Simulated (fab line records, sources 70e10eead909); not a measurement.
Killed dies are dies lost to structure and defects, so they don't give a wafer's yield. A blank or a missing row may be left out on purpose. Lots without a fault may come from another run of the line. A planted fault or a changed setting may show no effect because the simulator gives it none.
fab line records | flow nand_harc
record lots=7 wafers=21 last_day=33
route steps=1302 shown A_CONTACT@1090 END@1302
lots that met no fault: from a run of the same line without faults
start_h: hours from the record's first day to the start of the lot's first wafer shown | wait_h: hours since the lot's step before | " the same as in the row above | L1.1+2: a row that stands for several wafers | - no value, or no start given | * or withheld: withheld | < > ~ a bound
route shown NAME@n: a module of which the file shows steps, and the number in the route of the first | usual: mean/standard deviation of fault-free wafers | same: alike in all rows | chamber/n: place in a boat | sites: the reading at each site | _std_site: their standard deviation | _edge_site: outer sites' mean less inner sites' | radius_mm: how far each site lies from the wafer's centre | mask NAME#n: copy n | behind: the tool/chamber that last shaped the wafer | hold: why the lot was held/for how many hours/how that ended | device: the transistor (n, p or np) that didn't switch | end of line: the same wafers' tests at the end of the route | a step without rows: its recipe alone | killed: dies lost to structure and defects at the first sort, not the wafer's yield | map: a wafer's dies, x killed, . not, _ none there
set.NAME: the setting as run; set.NAME@STEP: as run at that earlier step | model.NAME: the simulator's own value behind a step, which no gauge read
lots at some steps of the route; a table a step, a row a wafer
services: from which hour (start_h, from the record's first day; less than 0 if before it) a tool's chamber was out of use, for how many hours, and why
## steps
# step NHARC_A_CONTACT_ETCH_138
# recipe source_w=withheld pressure_mtorr=20 bias_v=1200 time_s=311 target_depth_a=19140 ar_flow_sccm=withheld c4f8_flow_sccm=withheld o2_flow_sccm=withheld chemistry=C4F8/O2/Ar
# columns lot.wafer tool chamber start_h wait_h rf_hours_counter_h
L754.3 har_cap_etch-01 0 527.96 0.2 -
L754.4 " 1 " " -
L754.6 " 0 " " -
L762.2 har_cap_etch-02 1 615.33 0.2 105
L762.4 " 0 " " -
L762.5 " 0 " " -
L766.1 har_cap_etch-03 1 644.14 0.2 71
L766.2 " 0 " " 71
L766.5 " 1 " " -
L767.1 har_cap_etch-01 1 656.28 0.2 24
L767.2 " 0 " " 24
L767.3 " 0 " " -
L768.3 har_cap_etch-03 1 660.53 0.2 -
L768.6 " 0 " " -
L768.5 " 1 " " -
L769.1 har_cap_etch-02 0 662.94 0.2 115
L769.2 " 1 " " 115
L769.6 " 0 " " -
L776.4 har_cap_etch-02 0 744.79 0.2 -
L776.3 " 1 " " -
L776.5 " 0 " " -
# step NHARC_A_CONTACT_ETCH_139
# recipe source_w=withheld pressure_mtorr=20 bias_v=400 time_s=195 target_depth_a=8400 ar_flow_sccm=withheld c4f8_flow_sccm=11.5 o2_flow_sccm=7.2 chemistry=C4F8/O2/Ar
# columns lot.wafer tool chamber start_h wait_h rf_hours_counter_h
L754.3 har_cap_etch-01 0 528.24 0.2 -
L754.4 " 1 " " -
L754.6 " 0 " " -
L762.2 har_cap_etch-02 1 615.61 0.2 105
L762.4 " 0 " " -
L762.5 " 0 " " -
L766.1 har_cap_etch-03 1 644.41 0.2 71
L766.2 " 0 " " 71
L766.5 " 1 " " -
L767.1 har_cap_etch-01 1 656.55 0.2 24
L767.2 " 0 " " 24
L767.3 " 0 " " -
L768.3 har_cap_etch-03 1 660.81 0.2 -
L768.6 " 0 " " -
L768.5 " 1 " " -
L769.1 har_cap_etch-02 0 663.22 0.2 115
L769.2 " 1 " " 115
L769.6 " 0 " " -
L776.4 har_cap_etch-02 0 745.06 0.2 -
L776.3 " 1 " " -
L776.5 " 0 " " -
# step NHARC_A_CONTACT_ETCH_92
# recipe target_depth_a=400 over_etch_frac=0.5 time_s=85.7 ion_energy_ev=120 ch3f_flow_sccm=50 o2_flow_sccm=30 ar_flow_sccm=200 rf_w=500 bias_w=100 chemistry=CH3F/O2
# step NHARC_A_CONTACT_ETCH_98
# recipe target_depth_a=200 over_etch_frac=0.5 time_s=10 ion_energy_ev=250 c4f6_flow_sccm=25 o2_flow_sccm=20 ar_flow_sccm=500 rf_w=600 bias_w=500 chemistry=C4F6/O2
# usual c4f6_flow_sccm=25.00/0.073 drypump_motor_current_A=5.7/0.54 mfc_ar_sccm=500.3/1.6 oes_product_au=0.952/0.018 rf_vpp_V=546.9/2.9 showerhead_plenum_p_Torr=3.92/0.14 throttle_valve_pct=26.902/0.0084
# columns lot.wafer tool chamber start_h wait_h c4f6_flow_sccm drypump_motor_current_A mfc_ar_sccm oes_product_au rf_hours_counter_h rf_vpp_V showerhead_plenum_p_Torr throttle_valve_pct
L754.3 rie_diel-08 0 - - 25.08 6.8 499.7 0.945 29 548.1 4.02 26.900
L754.4 " 1 " " 24.90 5.8 500.7 0.942 26 547.1 3.98 26.896
L754.6 " 2 " " 24.97 5.4 500.7 0.936 - 543.3 3.79 26.902
L762.4 rie_diel-08 1 - - 25.09 5.8 499.1 0.954 13 547.8 3.97 26.907
L762.2 " 2 " " 24.99 5.4 500.0 0.960 13 545.2 3.78 26.890
L762.5 " 0 " " 24.96 6.8 496.3 0.960 - 548.3 4.01 26.891
L766.2 rie_diel-08 0 - - 24.85 6.8 502.7 0.940 16 549.0 4.01 26.909
L766.1 " 2 " " 25.05 5.4 500.3 0.994 18 544.4 3.78 26.904
L766.5 " 0 " " 24.93 6.8 501.6 0.952 - 547.6 4.01 26.887
L767.3 rie_diel-04 3 - - 24.97 5.6 500.6 1.021 32 548.3 3.94 26.909
L767.2 " 0 " " 25.09 5.8 499.4 0.998 31 551.1 4.10 26.904
L767.1 " 1 " " 24.97 5.5 503.0 0.999 41 549.1 4.07 26.906
L768.3 rie_diel-08 0 - - 24.98 6.8 500.8 0.966 20 549.4 4.01 26.897
L768.6 " 3 " " 24.97 5.3 495.0 0.969 - 543.0 3.73 26.920
L768.5 " 0 " " 25.06 6.8 499.1 0.978 - 547.7 4.01 26.908
L769.2 rie_diel-08 0 663.94 0.1 25.06 6.8 498.3 0.947 20 548.7 4.01 26.906
L769.1 " 2 " " 24.91 5.4 499.7 0.944 22 545.2 3.78 26.908
L769.6 " 2 " " 24.91 5.4 498.5 0.950 - 543.6 3.78 26.904
L776.4 rie_diel-07 1 - - 25.05 5.9 502.1 0.943 29 547.9 4.11 26.918
L776.3 " 3 " " 25.04 5.4 500.5 0.935 30 550.4 4.10 26.910
L776.5 " 1 " " 25.00 5.9 499.6 0.945 - 550.7 4.11 26.899
# step NHARC_A_CONTACT_CD_MEAS_15
# usual cd_nm=190.0/0.7
# columns lot.wafer tool chamber start_h wait_h cd_nm
L754.3 cd_sem-03 - 528.93 - 189.4
L754.4 " - " " 190.2
L754.6 " - " " 189.2
L762.2 cd_sem-01 - 616.38 - 189.4
L762.4 " - " " 188.7
L762.5 " - " " 190.3
L766.1 cd_sem-03 - 645.19 - 190.4
L766.2 " - " " 190.7
L766.5 " - " " 191.4
L767.1 cd_sem-01 - 657.33 - 191.2
L767.2 " - " " 190.0
L767.3 " - " " 190.4
L768.3 cd_sem-02 - 661.46 - 189.9
L768.5 " - " " 190.2
L768.6 " - " " 190.2
L769.1 cd_sem-02 - 664.02 - 189.9
L769.2 " - " " 189.9
L769.6 " - " " 190.8
L776.3 cd_sem-01 - 745.75 - 189.4
L776.4 " - " " 189.6
L776.5 " - " " 190.0
# step NHARC_A_CONTACT_STRIP_107
# recipe n2_flow_sccm=150 h2_flow_sccm=150 ar_flow_sccm=0 bias_w=0 chemistry=N2/H2
# step NHARC_A_CONTACT_STRIP_108
# recipe cf4_flow_sccm=100 chf3_flow_sccm=30 ar_flow_sccm=0 bias_w=0 chemistry=CF4/CHF3
# step NHARC_A_CONTACT_STRIP_109
# recipe o2_flow_sccm=400 cos_flow_sccm=20 ar_flow_sccm=0 bias_w=0 chemistry=O2/COS
# step NHARC_A_CONTACT_ETCH_110
# recipe target_depth_a=600 overetch_a=60 time_s=33 ion_energy_ev=100 cf4_flow_sccm=80 o2_flow_sccm=20 ar_flow_sccm=0 rf_w=300 bias_w=100 chemistry=CF4/O2
# step NHARC_A_CONTACT_STRIP_26
# recipe o2_flow_sccm=500 ar_flow_sccm=0 bias_w=0 chemistry=O2
# usual drypump_motor_current_A=5.8/0.49 mfc_ar_sccm=0.006/0.011 oes_product_au=1.001/0.01 rf_vpp_V=57.7/0.82 showerhead_plenum_p_Torr=3.53/0.12 throttle_valve_pct=17.037/0.0094
# columns lot.wafer tool chamber start_h wait_h drypump_motor_current_A mfc_ar_sccm oes_product_au rf_hours_counter_h rf_vpp_V showerhead_plenum_p_Torr throttle_valve_pct
L754.4 rie_diel-08 1 - - 5.8 0 0.996 26 57.7 3.58 17.032
L754.3 " 3 " " 5.3 0.005 1.004 30 57.2 3.36 17.026
L754.6 " 1 " " 5.7 0 0.991 - 57.3 3.58 17.038
L762.4 rie_diel-08 2 - - 5.4 0 1.000 13 58.7 3.40 17.031
L762.2 " 0 " " 6.8 0 1.013 13 58.0 3.61 17.038
L762.5 " 3 " " 5.3 0.005 1.018 - 57.9 3.35 17.029
L766.2 rie_diel-08 1 - - 5.8 0 0.987 19 58.4 3.56 17.031
L766.1 " 3 " " 5.4 0.005 1.002 18 56.4 3.35 17.044
L766.5 " 1 " " 5.8 0 0.984 - 58.3 3.56 17.029
L767.1 rie_diel-07 0 - - 5.2 0 1.011 0 56.4 3.59 17.033
L767.2 " 1 " " 5.9 0.018 0.998 0 58.9 3.72 17.031
L767.3 " 2 " " 5.2 0.003 0.990 0 56.7 3.36 17.041
L768.3 rie_diel-08 3 - - 5.4 0.005 1.006 22 57.3 3.35 17.029
L768.6 " 2 " " 5.4 0 1.000 - 57.6 3.39 17.036
L768.5 " 3 " " 5.4 0.005 0.999 - 56.0 3.35 17.052
L769.1 rie_diel-08 0 - - 6.8 0 1.016 21 58.5 3.61 17.025
L769.2 " 1 " " 5.8 0 0.984 23 58.6 3.56 17.033
L769.6 " 2 " " 5.4 0 1.008 - 56.9 3.39 17.034
L776.4 rie_diel-04 2 - - 5.6 0.037 1.000 8 57.2 3.52 17.031
L776.3 " 3 " " 5.6 0.004 1.013 10 58.2 3.53 17.043
L776.5 " 3 " " 5.7 0.004 1.000 - 57.1 3.53 17.064
# step NHARC_A_CONTACT_STRIP_27
# recipe time_s=600 temp_c=30 chemistry=post_etch_residue_remover
# step NHARC_A_CONTACT_ALD_18
# recipe target_thk_a=30 pulse_time_s=1 ald_cycles=150 temp_c=450 material=TiN
# usual heater_power_w=1118/100 precursor_pulse_height_rel=1.000/0.02
# columns lot.wafer tool chamber start_h wait_h heater_power_w precursor_pulse_height_rel
L754.3 ald_metal-03 0 529.88 - 1208 0.998
L754.4 " 2 " " 1085 1.016
L754.6 " 3 " " 1027 0.969
L762.4 ald_metal-04 0 617.36 - 1156 0.995
L762.2 " 1 " " 1286 0.949
L762.5 " 2 " " 1023 0.999
L766.2 ald_metal-01 3 646.24 - 1184 0.994
L766.1 " 0 " " 1076 0.981
L766.5 " 2 " " 1069 1.021
L767.2 ald_metal-03 3 658.27 - 1008 1.016
L767.1 " 0 " " 1241 0.985
L767.3 " 1 " " 1040 0.976
L768.3 ald_metal-01 1 662.66 - 945 0.978
L768.5 " 3 " " 1147 1.043
L768.6 " 0 " " 1096 0.986
L769.1 ald_metal-03 3 665.06 - 1026 1.028
L769.2 " 0 " " 1242 1.009
L769.6 " 0 " " 1259 1.004
L776.3 ald_metal-04 1 746.71 - 1218 0.989
L776.5 " 0 " " 1116 1.021
L776.4 " 1 " " 1232 1.018
# step NHARC_A_CONTACT_CVD_19
# recipe target_thk_a=3000 temp_c=300 pressure_torr=40 wf6_flow_sccm=40 h2_flow_sccm=1600 ar_flow_sccm=1560 time_s=802 material=W
# usual heater_power_w=488/27 mfc_ar_sccm=1560/4.7 mfc_h2_sccm=1600/5.1 throttle_valve_pct=7.8/0.38
# columns lot.wafer tool chamber start_h wait_h heater_power_w mfc_ar_sccm mfc_h2_sccm throttle_valve_pct
L754.4 cvd_w-01 0 530.32 - 488 1560 1608 7.8
L754.3 " 1 " " 435 1553 1590 8.3
L754.6 " 1 " " 441 1561 1592 8.3
L762.2 cvd_w-02 1 617.65 - 492 1558 1606 7.4
L762.4 " 1 " " 493 1557 1602 7.2
L762.5 " 0 " " 523 1561 1603 7.6
L766.1 cvd_w-02 1 646.40 - 509 1561 1608 7.4
L766.2 " 0 " " 513 1559 1604 7.4
L766.5 " 1 " " 498 1564 1602 7.4
L766.1 cvd_w-02 1 647.38 0.9 525 1560 1600 7.7
L766.2 " 0 " " 498 1553 1592 7.9
L766.5 " 1 " " 517 1569 1599 7.4
L767.1 cvd_w-02 1 658.51 - 507 1564 1596 7.4
L767.2 " 0 " " 508 1559 1595 7.4
L767.3 " 0 " " 508 1561 1602 7.8
L767.1 cvd_w-02 1 659.51 0.9 518 1551 1615 7.0
L767.2 " 0 " " 504 1565 1608 7.4
L767.3 " 0 " " 511 1554 1604 7.6
L768.3 cvd_w-02 0 663.06 - 507 1556 1603 7.7
L768.6 " 0 " " 519 1558 1597 7.8
L768.5 " 1 " " 510 1556 1595 7.3
L768.3 cvd_w-02 0 664.04 0.9 522 1555 1599 7.8
L768.6 " 0 " " 511 1561 1603 7.8
L768.5 " 1 " " 529 1563 1592 7.3
L769.2 cvd_w-01 1 665.26 - 452 1562 1595 8.5
L769.1 " 0 " " 500 1570 1597 7.8
L769.6 " 0 " " 495 1560 1602 7.7
L776.4 cvd_w-01 0 747.18 - 472 1564 1591 7.9
L776.3 " 1 " " 451 1556 1599 8.4
L776.5 " 1 " " 457 1562 1597 8.6
# step NHARC_A_CONTACT_CMP_20
# recipe t_overpolish_s=30 target_thk_nm=300
# usual motor_current_A=12.0/1.2 overpolish_run_s=30.000/0.0094 slurry_filter_dp_kPa=13.48/0.14 slurry_flow_ml_min=150.0/0.46 time_to_endpoint_s=60/3.3
# columns lot.wafer tool chamber start_h wait_h motor_current_A overpolish_run_s slurry_filter_dp_kPa slurry_flow_ml_min time_to_endpoint_s
L754.4 cmp-03 0 531.00 0.6 13.1 29.996 13.50 149.8 59
L754.3 " 1 " " 11.1 29.998 13.60 148.8 64
L754.6 " 3 " " 11.4 30.012 13.55 150.2 62
L762.4 cmp-02 2 618.46 0.4 11.6 30.018 13.33 150.1 61
L762.2 " 3 " " 14.8 29.991 13.40 149.9 56
L762.5 " 2 " " 11.1 29.981 13.27 150.7 59
L766.2 cmp-03 0 648.37 0.7 13.3 29.978 13.29 150.3 122
L766.1 " 3 " " 11.6 30.000 13.58 151.3 122
L766.5 " 1 " " 12.0 30.004 13.48 149.5 119
L767.1 cmp-03 2 660.50 0.9 12.0 29.990 13.74 149.6 123
L767.2 " 3 " " 11.9 29.998 13.51 150.2 125
L767.3 " 1 " " 11.4 29.990 13.52 150.4 126
L768.3 cmp-03 1 664.85 0.7 11.6 30.001 13.51 150.8 119
L768.5 " 2 " " 10.8 29.983 13.41 150.1 120
L768.6 " 3 " " 11.6 30.000 13.32 149.6 121
L769.1 cmp-03 1 666.16 0.7 11.6 29.995 13.36 150.6 61
L769.2 " 2 " " 11.6 30.014 13.38 150.5 63
L769.6 " 0 " " 13.3 29.996 13.51 150.3 61
L776.3 cmp-04 3 747.84 0.4 13.2 30.014 13.34 149.4 55
L776.4 " 0 " " 11.9 29.993 13.36 149.5 55
L776.5 " 0 " " 12.7 29.984 13.60 150.6 58
# step NHARC_END_SORT_01
# recipe temp_c=25
# usual killed_at_array=57/20 killed_at_other=1.0/1.5 killed_at_periphery=3.5/2.5 killed_dies=62/21 killed_open=3.5/1.9 killed_short=2.4/1.6
# same gross_dies=677
# columns lot.wafer tool chamber start_h wait_h killed_at_array killed_at_other killed_at_periphery killed_dies killed_open killed_short
L754.3 prober-02 0 577.02 3.1 96 1 5 102 4 2
L754.4 prober-02 0 577.81 3.4 102 0 0 102 3 6
L754.6 prober-02 0 579.40 4.0 97 0 4 101 4 2
L762.2 prober-02 0 663.26 2.8 79 2 7 88 5 2
L762.4 prober-02 0 664.86 3.4 95 3 4 102 5 3
L762.5 prober-02 0 665.66 3.7 76 4 4 84 5 1
L766.1 prober-01 0 702.75 2.5 57 1 3 61 4 6
L766.2 prober-01 0 703.56 2.8 50 3 6 59 0 2
L766.5 prober-01 0 705.98 3.7 55 2 3 60 1 1
L767.1 prober-02 0 703.80 2.5 68 1 5 74 5 1
L767.2 prober-02 0 704.61 2.8 75 2 3 80 6 3
L767.3 prober-02 0 705.41 3.1 66 1 3 70 2 4
L769.1 prober-01 0 708.65 2.5 32 0 1 33 1 1
L769.2 prober-01 0 709.46 2.8 31 0 3 34 2 3
L769.6 prober-01 0 712.70 4.0 28 0 3 31 2 1
L768.3 prober-02 0 725.58 3.1 58 0 4 62 2 2
L768.5 prober-02 0 727.15 3.7 51 0 4 55 8 1
L768.6 prober-02 0 727.94 3.9 46 0 3 49 1 3
L776.3 prober-02 0 795.12 3.1 61 0 4 65 6 4
L776.4 prober-02 0 795.92 3.4 56 0 5 61 3 0
L776.5 prober-02 0 796.73 3.7 72 0 2 74 4 2
# killed by level:class
L754.3 A_CHANNEL_HOLE_D1:chamber_film_flake=34 A_CHANNEL_HOLE_D2:chamber_film_flake=24 A_SLIT:chamber_film_flake=20 A_STAIRCASE:chamber_film_flake=5 P_GATE:chamber_film_flake=4 A_CHANNEL_FILL_D2:chamber_film_flake=3 A_WL_FILL:chamber_film_flake=2 P_GATE:geometric_particle:open=1
L754.4 A_CHANNEL_HOLE_D2:chamber_film_flake=37 A_CHANNEL_HOLE_D1:chamber_film_flake=23 A_SLIT:chamber_film_flake=19 A_STAIRCASE:chamber_film_flake=5 A_CONTACT:chamber_film_flake=3 A_ONON_D2:geometric_particle:short=2 A_DECK1_JOINT:chamber_film_flake=2 A_CHANNEL_FILL_D2:chamber_film_flake=2
L754.6 A_CHANNEL_HOLE_D2:chamber_film_flake=27 A_SLIT:chamber_film_flake=27 A_CHANNEL_HOLE_D1:chamber_film_flake=23 A_WL_FILL:chamber_film_flake=5 A_STAIRCASE:chamber_film_flake=4 P_GATE:chamber_film_flake=3 A_CHANNEL_FILL_D2:chamber_film_flake=3 A_CONTACT:chamber_film_flake=2
L762.2 A_CHANNEL_HOLE_D1:chamber_film_flake=35 A_SLIT:chamber_film_flake=26 A_CHANNEL_HOLE_D2:chamber_film_flake=10 P_M0:geometric_particle:open=2 P_ZERO_WELL:chamber_film_flake=2 A_CONTACT:chamber_film_flake=2 THIN_TSV:chamber_film_flake=2 P_GATE:geometric_particle:open=1
L762.4 A_CHANNEL_HOLE_D1:chamber_film_flake=31 A_SLIT:chamber_film_flake=27 A_CHANNEL_HOLE_D2:chamber_film_flake=17 A_CONTACT:chamber_film_flake=11 THIN_TSV:chamber_film_flake=3 A_ONON_D1:geometric_particle:short=2 A_STAIRCASE:chamber_film_flake=2 P_M0:geometric_particle:open=1
L762.5 A_SLIT:chamber_film_flake=27 A_CHANNEL_HOLE_D1:chamber_film_flake=25 A_CHANNEL_HOLE_D2:chamber_film_flake=12 A_CONTACT:chamber_film_flake=5 THIN_TSV:chamber_film_flake=4 A_STAIRCASE:chamber_film_flake=3 P_M0:geometric_particle:open=1 P_M1:geometric_particle:open=1
L766.1 A_SLIT:chamber_film_flake=26 A_CHANNEL_HOLE_D2:chamber_film_flake=13 A_CHANNEL_HOLE_D1:chamber_film_flake=4 A_CONTACT:chamber_film_flake=4 P_GATE:geometric_particle:short=1 P_CONTACT:geometric_particle:open=1 A_ONON_D1:geometric_particle:open=1 A_CHANNEL_HOLE_D1:geometric_particle:short=1
L766.2 A_SLIT:chamber_film_flake=18 A_CHANNEL_HOLE_D1:chamber_film_flake=11 A_CHANNEL_HOLE_D2:chamber_film_flake=11 P_GATE:chamber_film_flake=5 A_CONTACT:chamber_film_flake=5 THIN_TSV:chamber_film_flake=3 A_STAIRCASE:chamber_film_flake=2 A_CHANNEL_HOLE_D1:geometric_particle:short=1
L767.1 A_SLIT:chamber_film_flake=32 A_CHANNEL_HOLE_D2:chamber_film_flake=20 A_CHANNEL_HOLE_D1:chamber_film_flake=6 A_CONTACT:chamber_film_flake=4 P_GATE:chamber_film_flake=2 P_CONTACT:geometric_particle:open=1 P_M0:geometric_particle:open=1 P_M2:geometric_particle:open=1
L767.2 A_SLIT:chamber_film_flake=37 A_CHANNEL_HOLE_D2:chamber_film_flake=12 A_CHANNEL_HOLE_D1:chamber_film_flake=8 A_CONTACT:chamber_film_flake=5 A_WL_FILL:geometric_particle:short=2 THIN_TSV:chamber_film_flake=2 A_BONDPAD:chamber_film_flake=2 P_M0:geometric_particle:open=1
L767.3 A_SLIT:chamber_film_flake=25 A_CHANNEL_HOLE_D2:chamber_film_flake=15 A_CHANNEL_HOLE_D1:chamber_film_flake=7 A_CONTACT:chamber_film_flake=6 A_STAIRCASE:chamber_film_flake=4 A_BONDPAD:chamber_film_flake=3 A_CHANNEL_FILL_D2:chamber_film_flake=2 P_M1:geometric_particle:short=1
L766.5 A_SLIT:chamber_film_flake=26 A_CHANNEL_HOLE_D2:chamber_film_flake=14 A_CHANNEL_HOLE_D1:chamber_film_flake=5 A_STAIRCASE:chamber_film_flake=4 A_CONTACT:chamber_film_flake=4 P_GATE:chamber_film_flake=2 STARTING-WAFER:geometric_particle:open=1 STARTING-WAFER:geometric_particle:short=1
L769.1 A_CHANNEL_HOLE_D1:chamber_film_flake=10 A_CONTACT:chamber_film_flake=10 A_CHANNEL_HOLE_D2:chamber_film_flake=4 A_SLIT:chamber_film_flake=4 A_ONON_D2:geometric_particle:open=1 A_WL_FILL:geometric_particle:short=1 P_ZERO_WELL:chamber_film_flake=1 A_WL_FILL:chamber_film_flake=1
L769.2 A_CHANNEL_HOLE_D1:chamber_film_flake=9 A_CONTACT:chamber_film_flake=6 A_SLIT:chamber_film_flake=5 P_M1:geometric_particle:short=2 A_CHANNEL_HOLE_D2:chamber_film_flake=2 A_ONON_D1:geometric_particle:short=1 A_CHANNEL_HOLE_D1:geometric_particle:open=1 A_CHANNEL_FILL_D1:geometric_particle:open=1
L769.6 A_CONTACT:chamber_film_flake=11 A_CHANNEL_HOLE_D1:chamber_film_flake=7 A_M1:geometric_particle:open=2 P_CONTACT:chamber_film_flake=2 A_SLIT:chamber_film_flake=2 A_BONDPAD:chamber_film_flake=2 A_ONON_D1:geometric_particle:short=1 P_ZERO_WELL:chamber_film_flake=1
L768.3 A_SLIT:chamber_film_flake=32 A_CHANNEL_HOLE_D2:chamber_film_flake=15 A_CHANNEL_HOLE_D1:chamber_film_flake=4 P_BONDPAD:chamber_film_flake=2 A_STAIRCASE:chamber_film_flake=2 A_CONTACT:chamber_film_flake=2 P_BONDPAD:geometric_particle:open=1 A_SOURCE_PLATE:geometric_particle:short=1
L768.5 A_SLIT:chamber_film_flake=32 A_CHANNEL_HOLE_D1:chamber_film_flake=5 A_CHANNEL_HOLE_D2:chamber_film_flake=5 A_SOURCE_PLATE:geometric_particle:open=3 P_CONTACT:geometric_particle:open=2 P_BONDPAD:chamber_film_flake=2 A_ONON_D1:geometric_particle:open=1 A_SGD_CUT:geometric_particle:open=1
L768.6 A_SLIT:chamber_film_flake=21 A_CHANNEL_HOLE_D2:chamber_film_flake=8 A_CHANNEL_HOLE_D1:chamber_film_flake=7 P_BONDPAD:chamber_film_flake=2 A_DECK1_JOINT:chamber_film_flake=2 A_ONON_D1:geometric_particle:short=1 A_CHANNEL_FILL_D1:geometric_particle:short=1 A_DECK1_JOINT:geometric_particle:short=1
L776.3 A_CHANNEL_HOLE_D2:chamber_film_flake=22 A_CONTACT:chamber_film_flake=10 A_CHANNEL_HOLE_D1:chamber_film_flake=8 A_SLIT:chamber_film_flake=6 A_WL_FILL:chamber_film_flake=4 A_CHANNEL_FILL_D2:geometric_particle:short=2 A_STAIRCASE:chamber_film_flake=2 P_GATE:geometric_particle:open=1
L776.4 A_CHANNEL_HOLE_D2:chamber_film_flake=19 A_CHANNEL_HOLE_D1:chamber_film_flake=17 A_CONTACT:chamber_film_flake=9 A_SLIT:chamber_film_flake=6 P_STI:chamber_film_flake=3 P_M1:chamber_film_flake=2 A_ONON_D1:geometric_particle:open=1 A_ONON_D2:geometric_particle:open=1
L776.5 A_CHANNEL_HOLE_D2:chamber_film_flake=30 A_CHANNEL_HOLE_D1:chamber_film_flake=15 A_CONTACT:chamber_film_flake=10 A_SLIT:chamber_film_flake=7 A_ONON_D1:geometric_particle:short=2 A_STAIRCASE:chamber_film_flake=2 A_M1:chamber_film_flake=2 P_M2:geometric_particle:open=1
## services
# columns tool chamber start_h hours kind
ald_metal-03 1 521.12 4.9 repair
ald_metal-01 - 526.00 10.0 pm
rie_diel-04 - 532.93 9.0 pm
rie_diel-08 - 536.17 0.4 repair
rie_diel-08 - 544.87 9.0 pm
cvd_w-01 - 547.00 13.0 pm
rie_diel-07 1 554.62 4.5 repair
rie_diel-07 0 555.62 7.3 repair
har_cap_etch-03 - 566.91 0.3 repair
ald_metal-03 - 568.00 10.0 pm
cmp-03 - 575.73 4.0 pm
cvd_w-01 1 591.02 3.7 repair
cvd_w-02 - 631.11 13.0 pm
rie_diel-08 0 632.02 11.3 repair
ald_metal-03 2 654.12 4.3 repair
cvd_w-01 0 661.87 2.6 repair
har_cap_etch-03 - 665.38 0.3 repair
cmp-03 - 672.41 3.4 repair
har_cap_etch-03 - 712.64 2.1 repair
rie_diel-08 - 721.90 9.0 pm
cvd_w-01 - 728.00 13.0 pm
rie_diel-08 0 737.35 3.4 repair
rie_diel-08 2 742.00 42.1 repair
ald_metal-03 - 746.00 10.0 pm
## key
first_sign step=NHARC_A_CONTACT_CVD_19 reading=visit direction=added
effect step=NHARC_A_CONTACT_CMP_20 reading=time_to_endpoint_s direction=up sigmas=19 usual=* struck=*
met_at NHARC_A_CONTACT_CVD_19
struck_wafers L766.1,L766.2,L766.5,L767.1,L767.2,L767.3,L768.3,L768.5,L768.6
tester_left_out L766,L767,L768
fault kind=repeated_step_whole tool=cvd_w-01,cvd_w-02 chamber=- onset_h=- steps=NHARC_A_CONTACT_CVD_19 times=1 scope=struck_lots_only
# tester_left_out: of these lots the tester's yield and bins aren't shown, on N5 and GAA mostly nor the transistor test; their killed dies are dies lost to structure and defects alone, not to doping, threshold or leakage, so they don't give the yield
